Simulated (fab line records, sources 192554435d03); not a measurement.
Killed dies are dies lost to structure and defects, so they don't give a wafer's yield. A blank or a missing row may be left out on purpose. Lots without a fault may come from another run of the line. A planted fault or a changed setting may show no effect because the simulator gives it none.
fab line records | flow n5_finfet
record lots=10 wafers=30 last_day=19
route steps=1938 shown MIM_TOP_LITHO@1848 MIM_BOT_ETCH@1867 PASS1_CAP@1873 TV_OPEN@1887
lots that met no fault: from a run of the same line without faults
start_h: hours from the record's first day to the start of the lot's first wafer shown | wait_h: hours since the lot's step before | " the same as in the row above | L1.1+2: a row that stands for several wafers | - no value, or no start given | * or withheld: withheld | < > ~ a bound
route shown NAME@n: a module of which the file shows steps, and the number in the route of the first | usual: mean/standard deviation of fault-free wafers | same: alike in all rows | chamber/n: place in a boat | sites: the reading at each site | _std_site: their standard deviation | _edge_site: outer sites' mean less inner sites' | radius_mm: how far each site lies from the wafer's centre | mask NAME#n: copy n | behind: the tool/chamber that last shaped the wafer | hold: why the lot was held/for how many hours/how that ended | device: the transistor (n, p or np) that didn't switch | end of line: the same wafers' tests at the end of the route | a step without rows: its recipe alone | killed: dies lost to structure and defects at the first sort, not the wafer's yield | map: a wafer's dies, x killed, . not, _ none there
set.NAME: the setting as run; set.NAME@STEP: as run at that earlier step | model.NAME: the simulator's own value behind a step, which no gauge read
steps of the route over a sample of lots; a table a step, a row a wafer
services: from which hour (start_h, from the record's first day; less than 0 if before it) a tool's chamber was out of use, for how many hours, and why
## steps
# step N5_MIM_TOP_LITHO_OVL_MEAS_11
# recipe points_per_wafer=44
# usual MIM_TOP_OVL=1/4.5
# columns lot.wafer tool chamber start_h wait_h MIM_TOP_OVL[nm]
L750.1 overlay-01 0 282.17 0.0 1
L750.4 " 0 " " 7
L750.6 " 0 " " 4
L754.2 overlay-01 0 330.84 0.0 -3
L754.3 " 0 " " -5
L754.6 " 0 " " -10
L755.1 overlay-02 0 362.41 0.0 7
L755.4 " 0 " " -5
L755.6 " 0 " " 4
L763.1 overlay-02 0 401.19 0.0 -6
L763.2 " 0 " " 1
L763.5 " 0 " " -1
L765.2 overlay-01 0 404.90 0.0 -1
L765.3 " 0 " " 8
L765.5 " 0 " " -5
L766.2 overlay-01 0 412.40 0.0 -6
L766.4 " 0 " " 4
L766.6 " 0 " " -2
L764.2 overlay-02 0 438.86 0.0 -3
L764.3 " 0 " " -4
L764.6 " 0 " " 3
L769.2 overlay-01 0 446.27 0.0 3
L769.4 " 0 " " -3
L769.6 " 0 " " -1
L768.1 overlay-01 0 446.52 0.0 -4
L768.2 " 0 " " 4
L768.4 " 0 " " 7
L771.2 overlay-01 0 446.97 0.0 5
L771.5 " 0 " " 10
L771.6 " 0 " " 15
# step N5_MIM_BOT_ETCH_ETCH_03
# recipe chemistry=Cl2/BCl3 target_depth_a=120 pressure_mtorr=8 icp_w=800 bias_w=100 Cl2_flow_sccm=20 bcl3_flow_sccm=80
# usual drypump_motor_current_A=5.9/0.34 he_backside_leak_sccm=3.37/0.22 mfc_cl2_sccm=20.00/0.06 oes_product_au=0.80/0.071 throttle_valve_pct=27.57/0.25
# columns lot.wafer tool chamber start_h wait_h drypump_motor_current_A he_backside_leak_sccm mfc_cl2_sccm oes_product_au rf_hours_counter_h throttle_valve_pct
L750.1 rie_metal-01 1 283.17 0.1 6.1 3.81 20.02 0.76 47 28.00
L750.4 " 1 " " 6.1 3.45 19.98 0.75 - 27.99
L750.6 " 1 " " 6.1 3.54 20.00 0.75 - 27.99
L754.2 rie_metal-03 1 333.61 0.1 6.0 3.00 20.08 0.98 1 27.63
L754.3 " 1 " " 6.0 3.14 20.04 0.98 - 27.62
L754.6 " 1 " " 6.0 3.16 20.01 0.97 - 27.63
L755.1 rie_metal-03 0 363.49 0.1 6.3 3.46 20.04 0.81 37 27.37
L755.4 " 0 " " 6.3 3.28 20.02 0.82 - 27.38
L755.6 " 1 " " 6.0 3.10 20.00 0.95 - 27.63
L763.1 rie_metal-01 1 402.38 0.1 6.1 3.64 20.04 0.74 55 28.01
L763.2 " 0 " " 5.9 3.04 20.11 0.73 57 27.39
L763.5 " 0 " " 5.9 3.32 20.01 0.74 - 27.38
L765.2 rie_metal-03 0 406.27 0.1 6.3 3.28 20.02 0.79 42 27.38
L765.3 " 1 " " 6.0 3.27 19.91 0.91 - 27.64
L765.5 " 1 " " 6.0 3.37 19.83 0.91 - 27.64
L766.2 rie_metal-03 1 413.76 0.1 6.0 3.27 19.95 0.91 10 27.66
L766.4 " 0 " " 6.2 3.25 19.88 0.79 - 27.39
L766.6 " 1 " " 6.0 3.47 19.97 0.90 - 27.64
L764.2 rie_metal-03 0 439.86 0.1 6.3 3.21 20.00 0.79 45 27.39
L764.3 " 1 " " 6.0 3.22 19.97 0.89 - 27.66
L764.6 " 0 " " 6.3 3.29 20.06 0.79 - 27.38
L769.2 rie_metal-03 0 448.27 0.1 6.3 3.28 20.07 0.79 46 27.41
L769.4 " 1 " " 6.0 3.24 20.15 0.88 - 27.66
L769.6 " 1 " " 6.0 3.32 20.02 0.89 - 27.65
L768.1 rie_metal-01 1 448.43 0.1 6.1 3.58 20.09 0.71 60 28.02
L768.2 " 0 " " 5.9 3.34 19.92 0.73 62 27.40
L768.4 " 1 " " 6.1 3.76 20.07 0.72 - 28.00
L771.2 rie_metal-02 1 448.47 0.1 5.0 3.28 19.95 0.77 34 27.25
L771.5 " 1 " " 5.0 3.17 20.01 0.77 - 27.24
L771.6 " 0 " " 5.9 3.26 20.02 0.80 - 27.67
# step N5_PASSIVATION_PECVD_55
# recipe material=SiO2 target_thk_a=4000 temp_c=400 precursor=SiH4/N2O pressure_torr=2.7 rf_w=608 time_s=22.5
# usual heater_power_outer_w=393/54 heater_power_w=681/78 showerhead_plenum_p_Torr=8.18/0.13 showerhead_vpp_V=1492/67 susceptor_temp_C=399.97/0.22 throttle_valve_pct=51.7/2.4
# columns lot.wafer tool chamber start_h wait_h heater_power_outer_w heater_power_w showerhead_plenum_p_Torr showerhead_vpp_V susceptor_temp_C throttle_valve_pct
L750.1 pecvd-03 1 283.90 0.0 415 717 8.19 1558 400.31 51.8
L750.4 " 1 " " 429 726 8.18 1563 399.73 52.0
L750.6 " 0 " " 397 698 8.10 1481 400.19 52.6
L754.2 pecvd-02 2 334.38 0.0 404 715 8.31 1473 399.94 50.9
L754.3 " 0 " " 345 641 7.94 1472 400.19 51.4
L754.6 " 1 " " 304 575 8.34 1349 399.79 56.2
L755.1 pecvd-02 1 364.22 0.0 371 654 8.35 1352 399.73 56.3
L755.4 " 0 " " 295 567 7.95 1512 400.22 51.5
L755.6 " 1 " " 385 686 8.33 1369 399.94 56.4
L763.1 pecvd-03 1 403.28 0.0 441 731 8.20 1580 399.90 52.2
L763.2 " 2 " " 416 662 8.23 1490 399.99 48.4
L763.5 " 0 " " 418 710 8.11 1469 400.02 53.3
L765.2 pecvd-03 0 407.04 0.0 350 645 8.12 1469 399.99 53.1
L765.3 " 2 " " 323 534 8.22 1498 399.75 48.5
L765.5 " 2 " " 353 560 8.23 1502 399.61 48.4
L766.2 pecvd-03 0 414.54 0.0 410 709 8.08 1503 400.07 53.1
L766.4 " 2 " " 416 651 8.20 1503 399.89 48.4
L766.6 " 1 " " 425 736 8.19 1587 400.06 51.7
L764.2 pecvd-03 0 440.59 0.0 399 699 8.10 1487 400.09 53.4
L764.3 " 2 " " 364 563 8.21 1497 400.36 48.4
L764.6 " 0 " " 418 729 8.09 1493 400.35 53.3
L769.2 pecvd-02 2 449.05 0.0 420 753 8.29 1482 399.89 51.4
L769.4 " 1 " " 414 690 8.33 1362 400.06 47.5
L769.6 " 2 " " 431 750 8.31 1468 399.91 51.1
L768.1 pecvd-03 2 449.17 0.0 415 642 8.22 1529 399.95 48.5
L768.2 " 0 " " 349 617 8.11 1483 400.09 53.3
L768.4 " 0 " " 366 660 8.08 1471 400.37 53.5
L771.2 pecvd-04 0 449.49 0.0 454 772 8.04 1677 399.79 51.9
L771.5 " 0 " " 459 800 8.03 1677 400.13 51.8
L771.6 " 1 " " 577 952 8.27 1503 399.95 58.3
# step N5_PASSIVATION_PASS_ETCH_74
# recipe chemistry=CF4/O2 target=SiNx target_depth_a=2200 time_s=110 ion_energy_ev=100 pressure_mtorr=40 source_w=535 bias_w=49 Ar_flow_sccm=100 cf4_flow_sccm=100 O2_flow_sccm=10
# usual cf4_flow_sccm=100.0/0.32 drypump_motor_current_A=5.5/0.36 oes_o_777_au=0.84/0.1 oes_product_au=0.84/0.11 rf_vpp_V=242/5.1 showerhead_plenum_p_Torr=2.20/0.087 throttle_valve_pct=15.87/0.22
# columns lot.wafer tool chamber start_h wait_h cf4_flow_sccm drypump_motor_current_A oes_o_777_au oes_product_au rf_hours_counter_h rf_vpp_V showerhead_plenum_p_Torr throttle_valve_pct
L750.1 rie_diel-04 3 284.58 0.0 99.8 5.6 0.68 0.68 257 236 2.15 16.19
L750.4 " 2 " " 99.5 5.2 0.74 0.70 - 247 2.28 16.08
L750.6 " 3 " " 100.3 5.6 0.67 0.68 - 235 2.15 16.19
L754.2 rie_diel-06 3 335.53 0.0 99.6 5.4 0.73 0.69 217 243 2.10 16.39
L754.3 " 0 " " 100.5 4.9 0.83 0.79 71 244 2.14 15.72
L754.6 " 3 " " 100.4 5.4 0.73 0.69 - 242 2.10 16.40
L755.1 rie_diel-02 0 365.43 0.0 100.0 5.4 0.87 0.90 30 244 2.24 15.81
L755.4 " 2 " " 99.9 5.5 0.96 0.97 - 250 2.16 15.53
L755.6 " 0 " " 99.8 5.4 0.87 0.90 - 244 2.24 15.81
L763.1 rie_diel-02 2 404.02 0.0 100.7 5.5 0.92 0.92 23 249 2.16 15.55
L763.2 " 0 " " 77.5 5.5 1.11 0.85 45 237 2.07 14.91
L763.5 " 2 " " 100.4 5.5 0.92 0.93 - 251 2.16 15.56
L765.2 rie_diel-06 2 410.76 0.0 99.9 5.2 0.93 0.94 20 245 2.25 15.72
L765.3 " 0 " " 100.1 4.9 0.80 0.77 95 244 2.13 15.76
L765.5 " 2 " " 100.1 5.2 0.93 0.93 - 245 2.25 15.71
L766.2 rie_diel-04 0 417.97 0.0 100.1 5.8 0.85 0.83 92 233 2.14 15.81
L766.4 " 3 " " 100.1 5.7 0.92 0.91 30 236 2.14 15.76
L766.6 " 2 " " 99.8 5.2 0.71 0.67 - 245 2.26 16.21
L764.2 rie_diel-04 1 441.91 0.0 100.0 6.2 0.85 0.86 54 238 2.33 15.84
L764.3 " 2 " " 100.0 5.2 0.70 0.66 248 244 2.26 16.20
L764.6 " 2 " " 100.2 5.2 0.70 0.66 - 245 2.26 16.24
L769.2 rie_diel-06 2 451.98 0.0 99.8 5.3 0.89 0.90 37 243 2.25 15.73
L769.4 " 3 " " 100.7 5.4 1.03 1.01 1 247 2.35 15.97
L769.6 " 0 " " 100.0 4.9 0.79 0.75 - 245 2.12 15.79
L768.1 rie_diel-04 2 454.78 0.0 99.6 5.2 0.70 0.66 252 245 2.26 16.23
L768.2 " 0 " " 100.1 5.8 0.84 0.81 102 233 2.14 15.83
L768.4 " 1 " " 100.4 6.3 0.85 0.85 - 238 2.33 15.85
L771.2 rie_diel-06 3 455.02 0.0 100.0 5.4 1.01 0.98 2 247 2.34 15.96
L771.5 " 0 " " 100.6 4.9 0.79 0.74 - 247 2.12 15.80
L771.6 " 3 " " 99.7 5.3 1.01 0.97 - 246 2.34 15.97
## services
# columns tool chamber start_h hours kind
rie_metal-03 1 278.13 - clean
rie_metal-03 1 278.13 20.0 scheduled_down
pecvd-03 - 286.12 14.6 pm
pecvd-04 2 287.69 4.1 repair
pecvd-04 - 289.55 6.0 pm
rie_diel-04 3 294.15 6.5 repair
pecvd-02 - 298.59 3.4 repair
rie_diel-02 1 309.20 6.3 repair
rie_diel-02 3 309.72 16.3 repair
rie_metal-03 1 315.00 14.0 repair
pecvd-02 - 326.95 0.6 repair
rie_diel-02 - 329.20 14.6 pm
pecvd-04 2 331.11 30.4 repair
rie_diel-06 3 331.95 2.6 repair
pecvd-02 - 335.57 2.8 pm
rie_diel-04 - 336.59 4.8 repair
rie_diel-06 - 338.02 0.6 repair
rie_metal-02 0 341.95 3.6 repair
rie_diel-06 0 347.58 3.7 repair
rie_diel-06 - 354.64 4.3 pm
rie_metal-02 0 379.21 7.7 repair
rie_metal-03 - 404.20 0.7 repair
pecvd-02 - 415.73 1.4 repair
rie_diel-04 3 452.95 2.6 repair
## key
first_sign step=N5_PASSIVATION_PASS_ETCH_74 reading=cf4_flow_sccm direction=down sigmas=71 usual=100.0 struck=77.5
effect step=N5_PASSIVATION_PASS_ETCH_74 reading=throttle_valve_pct direction=down sigmas=4.3 usual=* struck=*
met_at N5_PASSIVATION_PASS_ETCH_74
struck_lots L763
struck_wafers L763.2
not_acting_at N5_MIM_TOP_LITHO_OVL_MEAS_11,N5_MIM_BOT_ETCH_ETCH_03,N5_PASSIVATION_PECVD_55
onset_between 365.43 404.02
fault kind=process_parameter_drift tool=rie_diel-02 chamber=0 onset_h=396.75 steps=N5_PASSIVATION_PASS_ETCH_74 channel=cf4_flow_sccm offset=-22.5 shape=step end_h=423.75 acts_in=these_recipes_only stated=100
